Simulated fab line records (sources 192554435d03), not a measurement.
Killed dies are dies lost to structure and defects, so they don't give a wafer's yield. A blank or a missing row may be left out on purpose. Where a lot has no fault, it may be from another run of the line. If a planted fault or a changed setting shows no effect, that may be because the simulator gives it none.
Which tool is to blame? -- flow n5Finfet -- 72 wafers from 24 lots sampled at 6 of the route's 1938 steps

## WHAT EACH GAUGE READ, for each wafer
N5_BEOL_M5_THK_MEAS_53: measures by xrf.
lot,measured,on,M5_THK (nm)
L075,day 9 08:11,filmMetro-01,64.4 61.0 60.4
L074,day 9 13:46,filmMetro-01,61.4 60.4 60.9
L076,day 9 15:55,filmMetro-02,63.8 61.8 61.3
L077,day 9 19:55,filmMetro-02,59.2 63.9 63.6
L078,day 10 03:17,filmMetro-02,61.9 63.8 63.2
L079,day 10 04:01,filmMetro-01,61.2 61.5 62.6
L080,day 10 04:22,filmMetro-02,61.4 64.5 60.9
L082,day 10 10:07,filmMetro-02,62.0 64.4 61.1
L081,day 10 13:39,filmMetro-02,62.6 61.1 65.5
L083,day 11 03:26,filmMetro-01,64.4 64.2 62.0
L085,day 11 23:08,filmMetro-01,61.2 63.1 62.4
L084,day 12 00:27,filmMetro-02,60.8 65.6 61.5
L086,day 12 00:43,filmMetro-01,64.5 63.6 61.3
L087,day 12 08:49,filmMetro-02,62.5 61.0 61.7
L089,day 12 10:58,filmMetro-02,59.0 62.1 61.6
L088,day 12 11:17,filmMetro-02,60.7 62.7 61.5
L091,day 12 18:55,filmMetro-02,62.9 60.2 63.8
L090,day 13 01:08,filmMetro-02,64.5 60.1 65.0
L092,day 13 03:38,filmMetro-02,62.8 61.8 58.9
L093,day 13 07:35,filmMetro-01,61.4 61.3 63.0
L094,day 14 07:23,filmMetro-01,62.8 63.9 63.3
L095,day 14 13:31,filmMetro-01,60.8 61.6 60.3
L097,day 14 19:49,filmMetro-01,63.7 62.6 63.0
L096,day 14 21:39,filmMetro-02,60.3 61.9 63.0

N5_BEOL_M6_OCD_MEAS_38.
lot,measured,on,trenchDepthNm (nm)
L075,day 9 13:24,ocd-01,94.9 96.2 94.2
L074,day 9 17:15,ocd-01,96.3 93.4 95.8
L076,day 9 20:31,ocd-02,94.9 96.4 98.3
L077,day 10 03:11,ocd-01,95.3 94.1 96.6
L078,day 10 10:32,ocd-01,93.3 97.2 95.1
L079,day 10 10:08,ocd-02,93.3 97.7 95.6
L080,day 10 10:32,ocd-02,93.5 95.2 94.5
L082,day 10 15:57,ocd-02,95.9 97.0 96.2
L081,day 10 19:55,ocd-01,94.9 92.1 95.5
L083,day 11 07:37,ocd-01,95.9 95.2 95.7
L085,day 12 02:47,ocd-01,94.7 94.7 93.7
L084,day 12 09:40,ocd-01,94.9 94.1 93.1
L086,day 12 09:16,ocd-02,96.8 94.2 95.8
L087,day 12 18:34,ocd-02,95.9 95.1 93.9
L089,day 12 18:45,ocd-02,95.5 94.1 96.3
L088,day 12 19:05,ocd-02,93.8 96.4 93.7
L091,day 13 00:40,ocd-01,94.2 95.2 96.3
L090,day 13 09:33,ocd-01,94.8 95.8 97.7
L092,day 13 09:31,ocd-02,96.4 94.0 94.4
L093,day 13 14:45,ocd-01,94.4 93.8 94.3
L094,day 14 14:44,ocd-01,94.8 96.6 96.9
L095,day 14 19:56,ocd-01,95.2 94.2 95.5
L097,day 14 23:44,ocd-02,93.7 96.2 95.8
L096,day 15 02:11,ocd-02,95.8 93.8 94.3

N5_BEOL_M6_RS_MEAS_57: a four-point-probe measurement.
lot,measured,on,M6_RS (ohm/sq)
L075,day 9 15:43,filmMetro-01,0.281 0.277 0.287
L074,day 9 21:46,filmMetro-01,0.279 0.285 0.286
L076,day 9 23:13,filmMetro-02,0.280 0.278 0.261
L077,day 10 05:52,filmMetro-02,0.283 0.288 0.280
L078,day 10 14:11,filmMetro-01,0.296 0.272 0.288
L079,day 10 14:05,filmMetro-01,0.284 0.274 0.282
L080,day 10 14:21,filmMetro-02,0.284 0.269 0.271
L082,day 10 19:26,filmMetro-02,0.278 0.281 0.274
L081,day 10 22:18,filmMetro-02,0.286 0.297 0.291
L083,day 11 11:29,filmMetro-02,0.276 0.275 0.275
L085,day 12 06:59,filmMetro-02,0.287 0.289 0.290
L084,day 12 12:22,filmMetro-01,0.282 0.277 0.288
L086,day 12 11:55,filmMetro-02,0.277 0.282 0.276
L087,day 12 21:53,filmMetro-02,0.274 0.271 0.291
L089,day 12 21:58,filmMetro-02,0.282 0.292 0.278
L088,day 12 23:15,filmMetro-02,0.282 0.280 0.275
L091,day 13 05:21,filmMetro-02,0.278 0.280 0.278
L090,day 13 12:07,filmMetro-01,0.284 0.277 0.270
L092,day 13 12:01,filmMetro-01,0.275 0.278 0.282
L093,day 13 18:38,filmMetro-01,0.291 0.289 0.286
L094,day 14 17:22,filmMetro-02,0.284 0.280 0.283
L095,day 14 22:52,filmMetro-02,0.298 0.286 0.292
L097,day 15 03:46,filmMetro-02,0.285 0.280 0.281
L096,day 15 05:28,filmMetro-02,0.278 0.276 0.274

## WHICH TOOL RAN EACH LOT (tool, then ch and the chambers of the sampled wafers, then the start)
lot,N5_BEOL_M5_ANNEAL_82,N5_BEOL_M5_ANNEAL_84,N5_BEOL_M6_ALD_77
L075,"pvdSputter-02, day 9 04:13","pvdSputter-02, day 9 05:17","aldMetal-01 ch 0,1,2, day 9 14:08"
L074,"pvdSputter-03, day 9 08:10","pvdSputter-03, day 9 09:15","aldMetal-03 ch 1,2,3, day 9 18:21"
L076,"pvdSputter-02, day 9 11:53","pvdSputter-02, day 9 12:59","aldMetal-04 ch 0,1,2, day 9 21:22"
L077,"pvdSputter-03, day 9 15:50","pvdSputter-03, day 9 16:55","aldMetal-04 ch 0,1,3, day 10 03:50"
L078,"pvdSputter-01, day 9 23:17","pvdSputter-01, day 10 00:23","aldMetal-01 ch 0,3, day 10 11:23"
L079,"pvdSputter-03, day 9 23:58","pvdSputter-03, day 10 01:03","aldMetal-04 ch 0,2,3, day 10 11:14"
L080,"pvdSputter-02, day 10 00:22","pvdSputter-02, day 10 01:27","aldMetal-03 ch 0,3, day 10 11:28"
L082,"pvdSputter-01, day 10 06:00","pvdSputter-01, day 10 07:05","aldMetal-03 ch 0,1,2, day 10 16:55"
L081,"pvdSputter-03, day 10 09:40","pvdSputter-03, day 10 10:46","aldMetal-01 ch 1,2, day 10 20:32"
L083,"pvdSputter-03, day 10 23:27","pvdSputter-03, day 11 00:32","aldMetal-01 ch 0,3, day 11 09:50"
L085,"pvdSputter-03, day 11 19:09","pvdSputter-03, day 11 20:14","aldMetal-01 ch 0,2, day 12 03:40"
L084,"pvdSputter-01, day 11 20:29","pvdSputter-01, day 11 21:34","aldMetal-04 ch 0,1,2, day 12 10:19"
L086,"pvdSputter-02, day 11 20:30","pvdSputter-02, day 11 21:35","aldMetal-03 ch 0,1,3, day 12 10:02"
L087,"pvdSputter-03, day 12 04:50","pvdSputter-03, day 12 05:55","aldMetal-01 ch 0,1,3, day 12 19:18"
L089,"pvdSputter-01, day 12 06:47","pvdSputter-01, day 12 07:52","aldMetal-03 ch 2,3, day 12 19:43"
L088,"pvdSputter-02, day 12 07:18","pvdSputter-02, day 12 08:23","aldMetal-03 ch 0,2,3, day 12 20:59"
L091,"pvdSputter-02, day 12 14:56","pvdSputter-02, day 12 16:02","aldMetal-01 ch 2,3, day 13 01:40"
L090,"pvdSputter-02, day 12 21:10","pvdSputter-02, day 12 22:15","aldMetal-01 ch 0,1,3, day 13 10:13"
L092,"pvdSputter-01, day 12 23:25","pvdSputter-01, day 13 00:30","aldMetal-03 ch 0,1,3, day 13 10:09"
L093,"pvdSputter-02, day 13 03:09","pvdSputter-02, day 13 04:14","aldMetal-04 ch 1,2,3, day 13 15:53"
L094,"pvdSputter-02, day 14 03:24","pvdSputter-02, day 14 04:29","aldMetal-01 ch 2,3, day 14 15:33"
L095,"pvdSputter-01, day 14 09:32","pvdSputter-01, day 14 10:38","aldMetal-03 ch 1,3, day 14 20:50"
L097,"pvdSputter-01, day 14 15:50","pvdSputter-01, day 14 16:55","aldMetal-01 ch 0,1,2, day 15 00:56"
L096,"pvdSputter-02, day 14 17:26","pvdSputter-02, day 14 18:31","aldMetal-03 ch 0,2, day 15 02:52"
- N5_BEOL_M5_ANNEAL_82: time 1800 s.
- N5_BEOL_M5_ANNEAL_84: time 1800 s.
- N5_BEOL_M6_ALD_77: deposits TaN, target thk 2 nm, pulse time 2 s, purge time 3 s.

## WHAT THE TOOLS THEMSELVES READ (means of the sampled wafers that have a number; where no wafer has one, the mark that the record gives instead)
N5_BEOL_M5_ANNEAL_82.
lot,tool,heaterPowerW (W),susceptorTempC (C)
L075,pvdSputter-02,739,399.95
L074,pvdSputter-03,815,400.09
L076,pvdSputter-02,747,399.99
L077,pvdSputter-03,830,399.91
L078,pvdSputter-01,818,399.88
L079,pvdSputter-03,821,400.04
L080,pvdSputter-02,732,399.85
L082,pvdSputter-01,786,400.09
L081,pvdSputter-03,784,400.08
L083,pvdSputter-03,809,399.94
L085,pvdSputter-03,802,400.16
L084,pvdSputter-01,846,399.99
L086,pvdSputter-02,788,399.93
L087,pvdSputter-03,782,399.99
L089,pvdSputter-01,826,400.09
L088,pvdSputter-02,730,400.45
L091,pvdSputter-02,774,400.07
L090,pvdSputter-02,734,399.90
L092,pvdSputter-01,805,400.09
L093,pvdSputter-02,828,399.88
L094,pvdSputter-02,785,399.88
L095,pvdSputter-01,765,400.30
L097,pvdSputter-01,816,400.07
L096,pvdSputter-02,742,399.89

N5_BEOL_M5_ANNEAL_84.
lot,tool,heaterPowerW (W),susceptorTempC (C)
L075,pvdSputter-02,725,400.06
L074,pvdSputter-03,813,399.91
L076,pvdSputter-02,732,399.96
L077,pvdSputter-03,824,399.73
L078,pvdSputter-01,822,399.97
L079,pvdSputter-03,826,400.06
L080,pvdSputter-02,725,399.89
L082,pvdSputter-01,788,399.78
L081,pvdSputter-03,782,400.12
L083,pvdSputter-03,798,399.81
L085,pvdSputter-03,800,400.22
L084,pvdSputter-01,853,400.14
L086,pvdSputter-02,769,399.99
L087,pvdSputter-03,782,400.19
L089,pvdSputter-01,824,399.86
L088,pvdSputter-02,737,400.10
L091,pvdSputter-02,779,400.14
L090,pvdSputter-02,738,399.97
L092,pvdSputter-01,803,400.17
L093,pvdSputter-02,823,399.85
L094,pvdSputter-02,784,399.69
L095,pvdSputter-01,770,400.06
L097,pvdSputter-01,815,399.94
L096,pvdSputter-02,727,399.98

N5_BEOL_M6_ALD_77.
lot,tool,heaterPowerW (W),susceptorTempC (C)
L075,aldMetal-01,389,275.05
L074,aldMetal-03,448,274.69
L076,aldMetal-04,450,274.95
L077,aldMetal-04,429,274.97
L078,aldMetal-01,385,274.93
L079,aldMetal-04,432,275.09
L080,aldMetal-03,426,275.17
L082,aldMetal-03,411,274.86
L081,aldMetal-01,403,275.10
L083,aldMetal-01,385,274.88
L085,aldMetal-01,375,274.97
L084,aldMetal-04,454,274.87
L086,aldMetal-03,443,275.02
L087,aldMetal-01,401,275.03
L089,aldMetal-03,425,275.09
L088,aldMetal-03,421,274.99
L091,aldMetal-01,395,274.95
L090,aldMetal-01,406,274.88
L092,aldMetal-03,444,274.85
L093,aldMetal-04,441,275.04
L094,aldMetal-01,402,275.13
L095,aldMetal-03,462,275.04
L097,aldMetal-01,393,275.06
L096,aldMetal-03,386,274.83

## THE ANSWER, worked out from the rows above alone
Rule: the lots themselves supply what counts as usual. The widest of any qualifying gaps counts: lots, ordered by their means at a reading, are off when they make up no more than a third of the lots, leave a main group of 4 or more, and stand apart from it by 3 or more times the standard deviation of that group's means. The tables above print the reading to a certain number of digits; a main group whose means all agree to those digits is not used. Also off: a lot with no number at a reading for which 4 or more lots have one. The other lots that the step has rows for count as sound. After the gauges, taken in route order, come the tools' own readings; for these a lot's mean is taken, as printed above. At the first step where some lot is off, the reading lying furthest off is the one used; lots without a number count as furthest.
No lot is off on any of the readings shown, so nothing can be concluded from this.

## WHAT THE SIMULATOR HAD PUT IN
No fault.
